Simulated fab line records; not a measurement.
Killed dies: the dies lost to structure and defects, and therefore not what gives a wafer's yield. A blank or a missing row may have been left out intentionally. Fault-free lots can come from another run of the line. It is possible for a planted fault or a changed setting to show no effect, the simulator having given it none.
Which tool is to blame?	flow nand_harc	36 wafers sampled from 12 lots at 1 step of a route of 1302

## WHAT THE GAUGES SHOWED, per wafer
NHARC_A_ONON_D1_THK_MEAS_34: measures by ellipsometry.
lot	measured	on	thk_nm (nm)
L075	day 8 17:29	film_metro-02	197 197 202
L078	day 9 18:17	film_metro-02	199 199 199
L079	day 10 11:38	film_metro-02	197 201 205
L081	day 11 03:15	film_metro-01	203 205 201
L083	day 12 07:10	film_metro-01	198 202 203
L085	day 12 23:32	film_metro-01	204 197 206
L087	day 14 04:56	film_metro-02	202 208 204
L089	day 14 10:32	film_metro-02	200 202 201
L091	day 15 01:43	film_metro-02	200 201 201
L093	day 15 20:28	film_metro-01	198 197 200
L095	day 16 20:21	film_metro-01	196 199 201
L097	day 18 04:14	film_metro-02	201 198 205

## WHAT TOOL EACH LOT RAN ON (gives the tool, then ch and the chambers of the sampled wafers, and finally the start)
There is no process step in the record ahead of these readings.

## THE ANSWER, worked out from the rows above alone
Rule: what is usual is taken from the lots themselves. Put in order of their means at a reading, lots are off if they are a third of the lots or fewer, leave a main group of 4 or more, and stand apart from it by a gap of 3 or more times the standard deviation of the main group's means; of several such gaps the widest counts. Not used: any main group whose means are identical at the precision the tables above print for the reading. A lot without any number at a reading at which 4 lots or more have one is off too. Any other lot the step has rows for is counted as sound.
No lot is off at any reading shown: from this, nothing can be told.

## WHAT WAS PUT IN BY THE SIMULATOR
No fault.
